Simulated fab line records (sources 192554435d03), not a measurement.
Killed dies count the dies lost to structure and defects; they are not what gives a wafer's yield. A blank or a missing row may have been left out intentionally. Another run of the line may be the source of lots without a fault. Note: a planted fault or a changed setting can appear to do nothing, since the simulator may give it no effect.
Matching of chambers || flow n5_finfet || N5_BEOL_M15_DEP_53 on pecvd-04: 3 sister chambers
The step deposits SiCN from 3MS/NH3, target thk 50 nm, time 17.8 s. 18 wafers are shown with their chamber, then 9 later ones without.

## EACH WAFER AND ITS CHAMBER
{"wafer": "L081.1", "chamber": 1, "throttle_valve_pct (%)": 20.4, "showerhead_vpp_V (V)": 1580, "showerhead_plenum_p_Torr (Torr)": 4.185}
{"wafer": "L081.2", "chamber": 0, "throttle_valve_pct (%)": 18.2, "showerhead_vpp_V (V)": 1800, "showerhead_plenum_p_Torr (Torr)": 4.143}
{"wafer": "L081.6", "chamber": 1, "throttle_valve_pct (%)": 20.5, "showerhead_vpp_V (V)": 1576, "showerhead_plenum_p_Torr (Torr)": 4.193}
{"wafer": "L082.1", "chamber": 1, "throttle_valve_pct (%)": 20.3, "showerhead_vpp_V (V)": 1596, "showerhead_plenum_p_Torr (Torr)": 4.194}
{"wafer": "L082.3", "chamber": 0, "throttle_valve_pct (%)": 18.5, "showerhead_vpp_V (V)": 1791, "showerhead_plenum_p_Torr (Torr)": 4.138}
{"wafer": "L082.4", "chamber": 1, "throttle_valve_pct (%)": 20.2, "showerhead_vpp_V (V)": 1568, "showerhead_plenum_p_Torr (Torr)": 4.188}
{"wafer": "L085.1", "chamber": 0, "throttle_valve_pct (%)": 18.1, "showerhead_vpp_V (V)": 1779, "showerhead_plenum_p_Torr (Torr)": 4.135}
{"wafer": "L085.4", "chamber": 1, "throttle_valve_pct (%)": 20.3, "showerhead_vpp_V (V)": 1563, "showerhead_plenum_p_Torr (Torr)": 4.176}
{"wafer": "L085.6", "chamber": 2, "throttle_valve_pct (%)": 18.1, "showerhead_vpp_V (V)": 1540, "showerhead_plenum_p_Torr (Torr)": 4.198}
{"wafer": "L084.1", "chamber": 1, "throttle_valve_pct (%)": 20.3, "showerhead_vpp_V (V)": 1551, "showerhead_plenum_p_Torr (Torr)": 4.187}
{"wafer": "L084.3", "chamber": 0, "throttle_valve_pct (%)": 18.1, "showerhead_vpp_V (V)": 1813, "showerhead_plenum_p_Torr (Torr)": 4.134}
{"wafer": "L084.4", "chamber": 1, "throttle_valve_pct (%)": 20.2, "showerhead_vpp_V (V)": 1602, "showerhead_plenum_p_Torr (Torr)": 4.179}
{"wafer": "L089.2", "chamber": 2, "throttle_valve_pct (%)": 18.3, "showerhead_vpp_V (V)": 1556, "showerhead_plenum_p_Torr (Torr)": 4.200}
{"wafer": "L089.3", "chamber": 1, "throttle_valve_pct (%)": 20.4, "showerhead_vpp_V (V)": 1597, "showerhead_plenum_p_Torr (Torr)": 4.191}
{"wafer": "L089.5", "chamber": 1, "throttle_valve_pct (%)": 20.4, "showerhead_vpp_V (V)": 1563, "showerhead_plenum_p_Torr (Torr)": 4.187}
{"wafer": "L088.2", "chamber": 0, "throttle_valve_pct (%)": 18.2, "showerhead_vpp_V (V)": 1818, "showerhead_plenum_p_Torr (Torr)": 4.135}
{"wafer": "L088.3", "chamber": 1, "throttle_valve_pct (%)": 20.5, "showerhead_vpp_V (V)": 1589, "showerhead_plenum_p_Torr (Torr)": 4.181}
{"wafer": "L088.6", "chamber": 0, "throttle_valve_pct (%)": 18.3, "showerhead_vpp_V (V)": 1779, "showerhead_plenum_p_Torr (Torr)": 4.124}

SIGNATURES (averages over the wafers above)
{"reading": "throttle_valve_pct", "chamber 0": 18.233, "chamber 1": 20.350, "chamber 2": 18.200, "scatter within a chamber": 0.126}
{"reading": "showerhead_vpp_V", "chamber 0": 1796.67, "chamber 1": 1578.50, "chamber 2": 1548.00, "scatter within a chamber": 16.7}
{"reading": "showerhead_plenum_p_Torr", "chamber 0": 4.13483, "chamber 1": 4.18610, "chamber 2": 4.19900, "scatter within a chamber": 0.00586}
Rule: for a wafer and a chamber, the distance is found by dividing, reading by reading, the gap between the wafer's reading and the chamber's mean by the reading's scatter, squaring, summing and taking the root. If the next closest chamber is less than 2 further off than the closest, the wafer can't be placed; otherwise it belongs to the closest. The scatter is the square root of a quotient: the sum, over the shown wafers, of each reading's squared deviation from its chamber's mean, divided by wafers minus chambers.

## WAFERS WITHOUT THEIR CHAMBER
{"wafer": "L092.1", "throttle_valve_pct (%)": 18.5, "showerhead_vpp_V (V)": 1575, "showerhead_plenum_p_Torr (Torr)": 4.203}
{"wafer": "L092.2", "throttle_valve_pct (%)": 18.2, "showerhead_vpp_V (V)": 1768, "showerhead_plenum_p_Torr (Torr)": 4.137}
{"wafer": "L092.4", "throttle_valve_pct (%)": 20.2, "showerhead_vpp_V (V)": 1593, "showerhead_plenum_p_Torr (Torr)": 4.180}
{"wafer": "L094.1", "throttle_valve_pct (%)": 18.6, "showerhead_vpp_V (V)": 1559, "showerhead_plenum_p_Torr (Torr)": 4.203}
{"wafer": "L094.3", "throttle_valve_pct (%)": 18.7, "showerhead_vpp_V (V)": 1809, "showerhead_plenum_p_Torr (Torr)": 4.135}
{"wafer": "L094.4", "throttle_valve_pct (%)": 18.0, "showerhead_vpp_V (V)": 1812, "showerhead_plenum_p_Torr (Torr)": 4.129}
{"wafer": "L097.1", "throttle_valve_pct (%)": 18.1, "showerhead_vpp_V (V)": 1783, "showerhead_plenum_p_Torr (Torr)": 4.138}
{"wafer": "L097.5", "throttle_valve_pct (%)": 20.0, "showerhead_vpp_V (V)": 1583, "showerhead_plenum_p_Torr (Torr)": 4.196}
{"wafer": "L097.6", "throttle_valve_pct (%)": 18.4, "showerhead_vpp_V (V)": 1527, "showerhead_plenum_p_Torr (Torr)": 4.200}

## EACH ONE'S CHAMBER
{"wafer": "L092.1", "from the rows above": 2, "in truth": 2}
{"wafer": "L092.2", "from the rows above": 0, "in truth": 0}
{"wafer": "L092.4", "from the rows above": 1, "in truth": 1}
{"wafer": "L094.1", "from the rows above": 2, "in truth": 2}
{"wafer": "L094.3", "from the rows above": 0, "in truth": 0}
{"wafer": "L094.4", "from the rows above": 0, "in truth": 0}
{"wafer": "L097.1", "from the rows above": 0, "in truth": 0}
{"wafer": "L097.5", "from the rows above": 1, "in truth": 1}
{"wafer": "L097.6", "from the rows above": 2, "in truth": 2}
Placed correctly: 9 of 9. Can't be placed from these rows: 0. 0 placed wrongly.
